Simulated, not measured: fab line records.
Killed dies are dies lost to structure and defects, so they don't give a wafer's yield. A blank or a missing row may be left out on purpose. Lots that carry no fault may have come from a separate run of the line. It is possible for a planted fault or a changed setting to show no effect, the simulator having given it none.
fab line records | flow nandHarc
[record] lots = 13 | wafers = 39 | lastDay = 33
route steps=1302 shown P_M1@311 P_M2@336
lots that met no fault: taken from a fault-free run of the same line
startH: hours from the record's opening day to when the first of the lot's shown wafers began | waitH: hours from the lot's prior step to this one | " repeats the value in the row above | L1.1+2: one row covering several wafers at once | - no value, or no start was given | * or withheld: withheld | < > ~ a bound
route shown NAME@n: NAME is a module with steps in the file, n the number in the route of the first one | usual: average and standard deviation across the fault-free wafers | same: alike in all rows | chamber/n: place in a boat | sites: readings site by site | _std_site: standard deviation of those values | _edge_site: outer sites' mean less inner sites' | radiusMm: for every site, how far away it sits from the centre of the wafer | mask NAME#n: copy n | behind: tool/chamber where the wafer was last shaped | hold: the reason the lot was held/the length of the hold in hours/how it ended | device: transistor that didn't switch, given as n, p or np | end of line: at the end of the route, the tests of the same wafers | for a step that has no rows: nothing shown but its recipe | killed: at the first sort, the dies lost to defects and structure; wafer yield is something else | map: shows each die of a wafer: x if killed, . if not, _ if none is there
set.NAME: the setting that was run; set.NAME@STEP: the one run at that earlier step | model.NAME: the simulator's own value behind a step, which no gauge read
route steps across a sampled set of lots; one table per step, one row per wafer
services: from which hour (startH, from the record's first day; less than 0 if before it) a tool's chamber was out of use, for how many hours, and why
[[steps]]
[step NHARC_P_M1_CMP_23]
[recipe] tOverpolishS = 20 | targetThkNm = 157.82
[usual] motorCurrentA = 12.1/0.93 | timeToEndpointS = 28/4.2
lot.wafer | tool   | chamber | startH | waitH | motorCurrentA | timeToEndpointS
L122.1    | cmp-01 | 0       | 134.50 | -     | 11.3          | 26
L122.5    | "      | 1       | "      | "     | 12.4          | 25
L122.6    | "      | 2       | "      | "     | 12.4          | 23
L123.1    | cmp-01 | 3       | 141.79 | -     | 12.1          | 34
L123.4    | "      | 0       | "      | "     | 10.8          | 28
L123.5    | "      | 2       | "      | "     | 12.5          | 24
L124.4    | cmp-03 | 3       | 147.15 | -     | 11.4          | 26
L124.3    | "      | 1       | "      | "     | 10.4          | 22
L124.6    | "      | 2       | "      | "     | 12.5          | 32
L125.4    | cmp-01 | 2       | 165.67 | -     | 12.9          | 27
L125.5    | "      | 2       | "      | "     | 13.2          | 24
L125.6    | "      | 3       | "      | "     | 11.5          | 32
L126.1    | cmp-03 | 0       | 167.59 | -     | 11.6          | 29
L126.3    | "      | 1       | "      | "     | 10.9          | 22
L126.6    | "      | 3       | "      | "     | 11.6          | 25
L127.3    | cmp-01 | 3       | 180.54 | -     | 12.0          | 34
L127.4    | "      | 0       | "      | "     | 10.4          | 28
L127.5    | "      | 2       | "      | "     | 12.4          | 22
L128.3    | cmp-02 | 2       | 197.61 | -     | 14.0          | 34
L128.4    | "      | 3       | "      | "     | 11.6          | 32
L128.5    | "      | 2       | "      | "     | 13.4          | 33
L130.1    | cmp-02 | 1       | 209.53 | -     | 12.3          | 32
L130.3    | "      | 2       | "      | "     | 13.7          | 33
L130.5    | "      | 3       | "      | "     | 11.3          | 32
L131.2    | cmp-02 | 1       | 225.83 | -     | 13.1          | 26
L131.1    | "      | 0       | "      | "     | 13.9          | 21
L131.6    | "      | 2       | "      | "     | 13.3          | 31
L132.1    | cmp-01 | 2       | 234.29 | -     | 12.3          | 23
L132.5    | "      | 2       | "      | "     | 12.0          | 23
L132.6    | "      | 3       | "      | "     | 12.0          | 31
L138.3    | cmp-01 | 1       | 289.53 | -     | 12.5          | 24
L138.4    | "      | 2       | "      | "     | 12.2          | 25
L138.2    | "      | 3       | "      | "     | 12.9          | 30
L140.2    | cmp-02 | 3       | 305.03 | -     | 12.4          | 33
L140.1    | "      | 0       | "      | "     | 14.5          | 24
L140.5    | "      | 0       | "      | "     | 14.3          | 26
L145.3    | cmp-03 | 1       | 354.78 | -     | 11.3          | 23
L145.4    | "      | 3       | "      | "     | 11.9          | 26
L145.5    | "      | 0       | "      | "     | 11.7          | 31
[step NHARC_P_M1_PRE_CLEAN_32]
[recipe] timeS = 12 | tempC = 370 | rfPowerW = 300 | gas = NH3
[usual] heaterPowerW = 639/61
lot.wafer | tool     | chamber | startH | waitH | heaterPowerW
L122.1    | pecvd-02 | 2       | 134.97 | 0.1   | 704
L122.6    | "        | 1       | "      | "     | 641
L122.5    | "        | 2       | "      | "     | 703
L123.1    | pecvd-03 | 1       | 142.38 | 0.1   | 613
L123.5    | "        | 2       | "      | "     | 544
L123.4    | "        | 0       | "      | "     | 647
L124.3    | pecvd-02 | 1       | 147.65 | 0.1   | 578
L124.4    | "        | 2       | "      | "     | 602
L124.6    | "        | 0       | "      | "     | 689
L125.4    | pecvd-01 | 0       | 166.25 | 0.1   | 591
L125.5    | "        | 1       | "      | "     | 702
L125.6    | "        | 2       | "      | "     | 702
L126.3    | pecvd-01 | 1       | 168.10 | 0.1   | 696
L126.1    | "        | 2       | "      | "     | 679
L126.6    | "        | 2       | "      | "     | 670
L127.3    | pecvd-01 | 0       | 181.07 | 0.1   | 578
L127.4    | "        | 2       | "      | "     | 709
L127.5    | "        | 0       | "      | "     | 580
L128.3    | pecvd-03 | 1       | 198.16 | 0.1   | 697
L128.4    | "        | 0       | "      | "     | 618
L128.5    | "        | 2       | "      | "     | 576
L130.1    | pecvd-03 | 1       | 210.01 | 0.1   | 575
L130.3    | "        | 2       | "      | "     | 642
L130.5    | "        | 0       | "      | "     | 682
L131.2    | pecvd-02 | 1       | 226.45 | 0.1   | 607
L131.1    | "        | 0       | "      | "     | 695
L131.6    | "        | 1       | "      | "     | 590
L132.1    | pecvd-01 | 1       | 234.83 | 0.1   | 648
L132.6    | "        | 1       | "      | "     | 664
L132.5    | "        | 0       | "      | "     | 499
L138.2    | pecvd-02 | 1       | 290.06 | 0.1   | 659
L138.3    | "        | 2       | "      | "     | 676
L138.4    | "        | 2       | "      | "     | 662
L140.2    | pecvd-03 | 0       | 305.58 | 0.1   | 636
L140.1    | "        | 2       | "      | "     | 573
L140.5    | "        | 1       | "      | "     | 744
L145.3    | pecvd-03 | 1       | 355.30 | 0.1   | 684
L145.4    | "        | 1       | "      | "     | 700
L145.5    | "        | 2       | "      | "     | 544
[step NHARC_P_M2_ETCH_28]
[recipe] targetDepthA = 300 | overEtchFrac = 0.3 | timeS = 72.99 | ionEnergyEv = 150 | cf4FlowSccm = 50 | n2FlowSccm = 100 | arFlowSccm = 150 | rfW = 300 | biasW = 100 | chemistry = CF4/N2
[usual] drypumpMotorCurrentA = 5.4/0.41 | oesProductAu = 0.996/0.011 | rfVppV = 314.7/1.9 | runLengthS = 94.3/0.51 | showerheadPlenumPTorr = 2.66/0.1 | throttleValvePct = 19.794/0.0088
lot.wafer | tool       | chamber | startH | waitH | drypumpMotorCurrentA | oesProductAu | rfHoursCounterH | rfVppV | runLengthS | showerheadPlenumPTorr | throttleValvePct
L122.1    | rieDiel-02 | 0       | 137.11 | -     | 5.3                  | 0.983        | 4.1             | 316.0  | 94.5       | 2.74                  | 19.785
L122.5    | "          | 1       | "      | "     | 5.7                  | 0.976        | -               | 316.9  | 94.0       | 2.67                  | 19.793
L122.6    | "          | 2       | "      | "     | 4.9                  | 1.001        | -               | 315.9  | 94.5       | 2.73                  | 19.799
L123.4    | rieDiel-02 | 2       | 144.40 | -     | 4.9                  | 0.997        | 5.1             | 315.9  | 95.1       | 2.73                  | 19.794
L123.1    | "          | 0       | "      | "     | 5.3                  | 1.001        | 4.3             | 315.9  | 94.4       | 2.74                  | 19.786
L123.5    | "          | 2       | "      | "     | 4.9                  | 0.987        | -               | 316.3  | 94.6       | 2.74                  | 19.805
L124.4    | rieDiel-08 | 0       | 149.87 | -     | 5.9                  | 1.002        | 5.7             | 311.4  | 95.3       | 2.50                  | 19.791
L124.3    | "          | 2       | "      | "     | 5.4                  | 1.000        | 7.8             | 311.7  | 94.3       | 2.46                  | 19.800
L124.6    | "          | 0       | "      | "     | 5.9                  | 0.998        | -               | 311.6  | 95.3       | 2.50                  | 19.800
L125.4    | rieDiel-09 | 3       | 168.22 | -     | 5.6                  | 1.009        | 0.5             | 315.8  | 94.0       | 2.71                  | 19.792
L125.5    | "          | 3       | "      | "     | 5.6                  | 1.013        | -               | 316.6  | 94.0       | 2.71                  | 19.788
L125.6    | "          | 0       | "      | "     | 5.0                  | 0.982        | -               | 310.4  | 94.1       | 2.50                  | 19.800
L126.1    | rieDiel-02 | 1       | 170.24 | -     | 5.7                  | 1.008        | 7.4             | 313.9  | 94.1       | 2.67                  | 19.787
L126.3    | "          | 3       | "      | "     | 5.3                  | 1.005        | 6.9             | 314.9  | 94.5       | 2.73                  | 19.812
L126.6    | "          | 1       | "      | "     | 5.7                  | 1.011        | -               | 313.9  | 94.8       | 2.67                  | 19.781
L127.3    | rieDiel-02 | 0       | 183.33 | -     | 5.2                  | 1.001        | 7.1             | 317.3  | 94.5       | 2.74                  | 19.792
L127.4    | "          | 2       | "      | "     | 4.9                  | 1.018        | 8.0             | 316.1  | 94.5       | 2.73                  | 19.808
L127.5    | "          | 0       | "      | "     | 5.2                  | 0.994        | -               | 315.7  | 94.5       | 2.74                  | 19.788
L128.4    | rieDiel-08 | 1       | 200.17 | -     | 4.9                  | 1.005        | 0.1             | 313.9  | 93.2       | 2.51                  | 19.793
L128.3    | "          | 2       | "      | "     | 5.4                  | 1.009        | 0.1             | 311.0  | 94.8       | 2.46                  | 19.789
L128.5    | "          | 0       | "      | "     | 5.9                  | 1.005        | -               | 311.3  | 95.0       | 2.49                  | 19.804
L130.1    | rieDiel-09 | 2       | 212.13 | -     | 6.3                  | 0.994        | 2.2             | 309.7  | 93.4       | 2.46                  | 19.795
L130.3    | "          | 3       | "      | "     | 5.6                  | 1.006        | 2.4             | 315.7  | 94.1       | 2.70                  | 19.789
L130.5    | "          | 1       | "      | "     | 5.8                  | 0.997        | -               | 314.8  | 93.1       | 2.72                  | 19.795
L131.2    | rieDiel-02 | 2       | 228.75 | 0.3   | 4.9                  | 0.991        | 0.1             | 316.0  | 95.0       | 2.73                  | 19.794
L131.1    | "          | 0       | "      | "     | 5.3                  | 1.018        | 0.1             | 315.5  | 94.4       | 2.74                  | 19.792
L131.6    | "          | 2       | "      | "     | 4.8                  | 1.013        | -               | 315.8  | 94.5       | 2.73                  | 19.778
L132.1    | rieDiel-02 | 0       | 237.00 | 0.4   | 5.2                  | 1.001        | 0.4             | 315.8  | 94.5       | 2.74                  | 19.797
L132.6    | "          | 2       | "      | "     | 4.9                  | 0.990        | -               | 314.5  | 94.2       | 2.73                  | 19.788
L132.5    | "          | 0       | "      | "     | 5.2                  | 1.004        | -               | 316.6  | 94.8       | 2.74                  | 19.774
L138.3    | rieDiel-02 | 0       | 292.21 | -     | 5.3                  | 1.005        | 3.0             | 317.1  | 73.7       | 2.74                  | 19.790
L138.4    | "          | 1       | "      | "     | 5.7                  | 0.979        | 2.4             | 313.9  | 94.4       | 2.66                  | 19.803
L138.2    | "          | 2       | "      | "     | 4.9                  | 0.982        | 2.3             | 315.8  | 94.6       | 2.73                  | 19.788
L140.1    | rieDiel-08 | 0       | 307.71 | -     | 5.9                  | 0.996        | 7.8             | 311.4  | 95.2       | 2.49                  | 19.801
L140.2    | "          | 2       | "      | "     | 5.4                  | 1.011        | 7.3             | 311.1  | 94.7       | 2.46                  | 19.795
L140.5    | "          | 0       | "      | "     | 5.9                  | 0.993        | -               | 312.1  | 94.7       | 2.49                  | 19.801
L145.4    | rieDiel-09 | 0       | 357.33 | -     | 5.0                  | 0.983        | 1.0             | 313.0  | 94.1       | 2.50                  | 19.807
L145.3    | "          | 1       | "      | "     | 5.8                  | 1.000        | 0.8             | 315.5  | 93.2       | 2.72                  | 19.791
L145.5    | "          | 3       | "      | "     | 5.6                  | 1.019        | -               | 315.1  | 94.4       | 2.70                  | 19.770
[step NHARC_P_M2_CMP_23]
[recipe] tOverpolishS = 20 | targetThkNm = 144.3
[usual] motorCurrentA = 12.7/1.1 | timeToEndpointS = 29/3.7
lot.wafer | tool   | chamber | startH | waitH | motorCurrentA | timeToEndpointS
L122.1    | cmp-03 | 2       | 138.60 | -     | 12.1          | 30
L122.6    | "      | 1       | "      | "     | 10.8          | 20
L122.5    | "      | 2       | "      | "     | 11.2          | 30
L123.4    | cmp-04 | 1       | 145.91 | -     | 12.3          | 30
L123.1    | "      | 3       | "      | "     | 11.8          | 26
L123.5    | "      | 0       | "      | "     | 11.7          | 31
L124.4    | cmp-03 | 3       | 151.34 | -     | 12.4          | 25
L124.3    | "      | 2       | "      | "     | 11.6          | 29
L124.6    | "      | 3       | "      | "     | 12.0          | 28
L125.4    | cmp-02 | 0       | 169.71 | -     | 14.9          | 23
L125.5    | "      | 0       | "      | "     | 12.9          | 21
L125.6    | "      | 1       | "      | "     | 12.7          | 29
L126.3    | cmp-04 | 2       | 171.71 | -     | 13.5          | 33
L126.1    | "      | 1       | "      | "     | 13.6          | 28
L126.6    | "      | 2       | "      | "     | 14.0          | 29
L127.4    | cmp-02 | 2       | 184.84 | -     | 13.8          | 31
L127.3    | "      | 3       | "      | "     | 10.7          | 31
L127.5    | "      | 2       | "      | "     | 13.9          | 30
L128.4    | cmp-02 | 3       | 201.64 | -     | 11.7          | 33
L128.3    | "      | 1       | "      | "     | 12.7          | 34
L128.5    | "      | 0       | "      | "     | 14.8          | 26
L130.3    | cmp-04 | 0       | 213.60 | -     | 12.4          | 33
L130.1    | "      | 2       | "      | "     | 14.2          | 29
L130.5    | "      | 0       | "      | "     | 11.9          | 33
L131.2    | cmp-02 | 0       | 230.36 | -     | 14.3          | 22
L131.1    | "      | 3       | "      | "     | 11.3          | 29
L131.6    | "      | 1       | "      | "     | 13.3          | 29
L132.1    | cmp-04 | 1       | 242.66 | -     | 13.4          | 29
L132.5    | "      | 3       | "      | "     | 12.4          | 27
L132.6    | "      | 0       | "      | "     | 12.5          | 31
L138.2    | cmp-02 | 0       | 293.69 | -     | 14.8          | 25
L138.3    | "      | 1       | "      | "     | 12.6          | 34
L138.4    | "      | 3       | "      | "     | 10.9          | 33
L140.1    | cmp-02 | 1       | 309.18 | -     | 13.4          | 32
L140.2    | "      | 2       | "      | "     | 14.1          | 38
L140.5    | "      | 1       | "      | "     | 12.3          | 32
L145.3    | cmp-04 | 1       | 358.80 | -     | 13.5          | 29
L145.4    | "      | 2       | "      | "     | 14.3          | 30
L145.5    | "      | 1       | "      | "     | 13.8          | 30
[[services]]
tool       | chamber | startH | hours | kind
cmp-04     | -       | 111.11 | 4.0   | pm
cmp-02     | -       | 115.85 | 4.0   | repair
cmp-03     | -       | 118.93 | 0.2   | repair
cmp-03     | -       | 121.05 | 2.0   | repair
rieDiel-02 | -       | 130.93 | 0.1   | repair
cmp-04     | -       | 131.71 | 9.1   | repair
cmp-02     | -       | 134.50 | 4.0   | pm
cmp-01     | -       | 159.35 | 5.9   | repair
cmp-02     | -       | 159.82 | 5.0   | repair
cmp-03     | -       | 162.20 | 4.0   | pm
cmp-03     | -       | 171.78 | 0.4   | repair
pecvd-03   | 1       | 180.52 | 4.8   | repair
cmp-01     | -       | 194.81 | 4.0   | pm
cmp-01     | -       | 200.58 | 14.1  | repair
rieDiel-02 | -       | 216.70 | 9.0   | pm
rieDiel-02 | 3       | 226.03 | 13.4  | repair
cmp-02     | -       | 232.50 | 4.0   | pm
cmp-02     | -       | 239.14 | 0.3   | repair
cmp-01     | -       | 271.28 | 0.8   | repair
cmp-01     | -       | 280.12 | 0.9   | repair
cmp-01     | -       | 292.81 | 4.0   | pm
cmp-02     | -       | 314.84 | 2.2   | repair
cmp-02     | -       | 328.39 | 2.6   | repair
rieDiel-02 | 3       | 331.62 | 13.3  | repair
[[key]]
[firstSign] step = NHARC_P_M2_ETCH_28 | reading = runLengthS | direction = down | sigmas = 40 | usual = * | struck = *
effect none on later readings
metAt NHARC_P_M2_ETCH_28
struckLots L138
struckWafers L138.3
sortLeftOut L138.3
notActingAt NHARC_P_M1_CMP_23,NHARC_P_M1_PRE_CLEAN_32,NHARC_P_M2_CMP_23
onsetBetween 237.00 292.21
[fault] kind = processParameterDrift | tool = rieDiel-02 | chamber = 0 | onsetH = 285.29 | steps = NHARC_P_M2_ETCH_28 | channel = timeS | offset = * | shape = step | endH = 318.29 | actsIn = * | stated = *
// sortLeftOut: the simulated sort isn't trusted on such a fault, so these wafers' sort isn't shown, and their yield isn't known
